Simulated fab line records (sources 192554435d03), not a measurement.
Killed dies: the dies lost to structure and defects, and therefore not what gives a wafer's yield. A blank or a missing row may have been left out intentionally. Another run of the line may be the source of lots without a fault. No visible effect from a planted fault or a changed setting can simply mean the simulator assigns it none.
A lot that was struck, set against a sound lot ; flow n5Finfet ; 12 out of 1938 route steps
Sound: the wafers L586.4, L586.5, L586.6. Wafers L581.1, L581.2, L581.6 were the ones struck. The cause is named last.
Per side, at each step with rows, come the tool, then ch with its chambers, and then its first start. Under that, the readings that differ: sound wafers ; struck wafers ; difference of the means ; sigmas: that difference in standard deviations of wafers without a fault.
alike: same words and numbers on both sides, and readings whose means sit less than 2 such deviations apart. not compared: any withheld reading, any reading some wafer has no value for, any bound like >300 that may hide the same value, and any number with overlapping values for which the record gives no deviation.
The two part at a step that has a row with sigmas, a row that says differs or no value, or rows on one side only. Numbers that have no deviation but don't overlap get no sigmas and don't part them. A reading that every wafer of one side lacks parts them only if that side has two wafers or more.

first, 3 steps without rows for these wafers: N5_SD_EPI_P_PRECLEAN_32 (cleans in dHF, time 10 s); N5_SD_EPI_P_PRECLEAN_33 (cleans in SC2, time 45 s); N5_SD_EPI_P_SRD_25 (time 30 s).
N5_SD_EPI_P_INSPECT_26: inspects for defects (darkfield).
  sound on defectInspect-02 at day 8 10:02; struck on defectInspect-02 at day 7 03:07
reading;sound;struck;difference;sigmas
rawDefectCount;98 102 97;234 238 249;+141;+4
N5_SD_ACTIVATION_RTA_00: time 0 s.
  sound on rtpAnneal-02 ch 0, day 8 10:09; struck on rtpAnneal-01 ch 0, day 7 03:08
  alike: lampPowerPct, wafer_temp_C_max
N5_SD_ACTIVATION_LSA_01: time 0.0008 s.
  sound on laserAnneal-01 ch 0, day 8 10:21; struck on laserAnneal-02 ch 0, day 7 03:20
  alike: wafer_temp_C_max
N5_SD_ACTIVATION_INSPECT_02: inspects for defects (darkfield).
  sound on defectInspect-01 at day 8 10:47; struck on defectInspect-02 at day 7 03:52
reading;sound;struck;difference;sigmas
rawDefectCount;114 107 116;242 244 251;+133;+3
N5_ILD0_LINER_00: material SiNx, target thk 4 nm, pulse time 1 s, purge time 2 s.
  sound on aldSin-01 ch 1,2,3, day 8 12:11; struck on aldSin-04 ch 0,2, day 7 03:53
reading;sound;struck;difference;sigmas
chamberPressureTorr (Torr);1.997 1.998 1.991;2.008 2.000 2.008;+0.010;+2
  alike: heaterPowerOuterW, heaterPowerW, precursorPulseHeightRel, susceptorTempC
then, 2 steps without rows for these wafers: N5_ILD0_FCVD_FILL_01 (material SiO2 flowable, target thk 200 nm, time 328.3 s); N5_ILD0_CURE_02 (time 1800 s).
N5_ILD0_CMP_03: polishes, stops on SiNx, t overpolish 1.9 s, target thk 197.38 nm.
  sound on cmp-01 ch 0,2,3, day 8 14:38; struck on cmp-02 ch 0,2, day 7 06:18
  no value came back on the struck wafers for any of 6 readings (edgeZonePressureFrac, headPressurePsi (psi) and others); on the sound wafers edgeZonePressureFrac reads 0.995 1.000 1.004
reading;sound;struck;difference;sigmas
model.SiNx_of_DUMMY_GATE_HM_DEP_06.thkNm (nm);77.2 77.4 77.8;80 79.6 80;+2;
model.SiO2_flowable_of_ILD0_FCVD_FILL_01.thkNm (nm);197.8 196.4 197.4;198.6 200.4 199.4;+2.3;
N5_BEOL_M4_RC_MEAS_101:
  the record has rows for the sound wafers here (prober-02 ch 0, day 12 23:21) and none for the struck ones

WHERE THEY PART
Last at N5_BEOL_M4_RC_MEAS_101 as far as this record goes, first at N5_SD_EPI_P_INSPECT_26.

WHY: the cause the simulator had injected
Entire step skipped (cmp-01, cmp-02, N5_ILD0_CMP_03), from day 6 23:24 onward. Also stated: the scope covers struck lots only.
